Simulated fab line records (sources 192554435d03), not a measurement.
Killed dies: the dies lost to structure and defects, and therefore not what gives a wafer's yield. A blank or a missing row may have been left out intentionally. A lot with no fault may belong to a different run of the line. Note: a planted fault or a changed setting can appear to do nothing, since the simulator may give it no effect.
The same fault as seen by 2 desks :: flow n5Finfet :: only its own numbers are on each desk; what lay behind them is given at the end

== METROLOGY DESK ==
What the gauges read for every lot (on any tool): the sampled wafers with a number, averaged. A lot is out of limits, marked OUT, if its mean lies more than 4 standard deviations from the usual mean; the brackets give that distance. Only the readings that lie furthest out on some lot appear, 7 of the 13 it has.
Columns: A = IOFF_N at N5_BEOL_M4_RC_MEAS_101, usual 0.17 nA/um; B = IOFF_P at N5_BEOL_M4_RC_MEAS_101, usual 0.21 nA/um; C = ION_N at N5_BEOL_M4_RC_MEAS_101, usual 674 uA/um; D = SS_N at N5_BEOL_M4_RC_MEAS_101, usual 71.6 mV/dec; E = VT_N at N5_BEOL_M4_RC_MEAS_101, usual 250 mV; F = M9_ILD_THK at N5_BEOL_M9_THK_MEAS_01, usual 271 nm; G = cdNm at N5_BEOL_M9_CD_MEAS_18, usual 70.2 nm
lot: L235
first seen here: day 10 06:04
A: 0.24
B: 0.29
C: 696
D: 72.2
E: 244
F: 273
G: 69.6

lot: L233
first seen here: day 10 08:25
A: 0.15
B: 0.20
C: 678
D: 70.8
E: 252
F: 264
G: 69.4

lot: L239
first seen here: day 11 10:42
A: 0.14
B: 0.18
C: 657
D: 71.3
E: 251
F: 273
G: 69.9

lot: L247
first seen here: day 14 08:44
A: 0.16
B: 0.21
C: 662
D: 71.5
E: 250
F: 266
G: 70.8

lot: L251
first seen here: day 14 19:44
A: 0.19
B: 0.24
C: 682
D: 72.3
E: 248
F: 275
G: 68.9

lot: L253
first seen here: day 15 03:29
A: 0.16
B: 0.21
C: 679
D: 71.3
E: 250
F: 270
G: 70.6

lot: L252
first seen here: day 15 10:08
A: 0.18
B: 0.26
C: 680
D: 72.8
E: 250
F: 274
G: 70.6
This desk's finding: nothing out of limits on any of the 7 lots.

== FOR THE TOOL OWNER'S DESK: rieDiel-02 ==
The tool's own readings at N5_BEOL_M9_ETCH_62 (etches SOC in N2/H2, target depth 110 nm, overetch 22 nm, time 165 s): means of the sampled wafers that have a number, for each lot that ran on this tool. A lot is out of limits, marked OUT, if its mean lies more than 4 standard deviations from the usual mean; the brackets give that distance.
Columns: A = chamberPressureMTorr at N5_BEOL_M9_ETCH_62, usual 29.998 mTorr; B = drypumpMotorCurrentA at N5_BEOL_M9_ETCH_62, usual 5.6 A; C = oesProductAu at N5_BEOL_M9_ETCH_62, usual 0.66 a.u.; D = rfVppV at N5_BEOL_M9_ETCH_62, usual 523.2 V; E = showerheadPlenumPTorr at N5_BEOL_M9_ETCH_62, usual 2.51 Torr; F = throttleValvePct at N5_BEOL_M9_ETCH_62, usual 17.82 %
lot: L235
first seen here: day 12 02:43
A: 30.002
B: 5.6
C: 0.63
D: 521.7
E: 2.46
F: 17.88

lot: L239
first seen here: day 13 04:28
A: 30.000
B: 5.6
C: 0.59
D: 521.6
E: 2.46
F: 17.88

lot: L251
first seen here: day 16 18:23
A: 29.988
B: 5.6
C: 0.68
D: 523.8
E: 2.54
F: 17.79
This desk's finding: nothing out of limits on any of the 3 lots.

== BROUGHT TOGETHER ==
The metrology desk saw nothing out of limits.
The desk of the tool owner found nothing out of limits.

== WHAT THE SIMULATOR PUT IN ==
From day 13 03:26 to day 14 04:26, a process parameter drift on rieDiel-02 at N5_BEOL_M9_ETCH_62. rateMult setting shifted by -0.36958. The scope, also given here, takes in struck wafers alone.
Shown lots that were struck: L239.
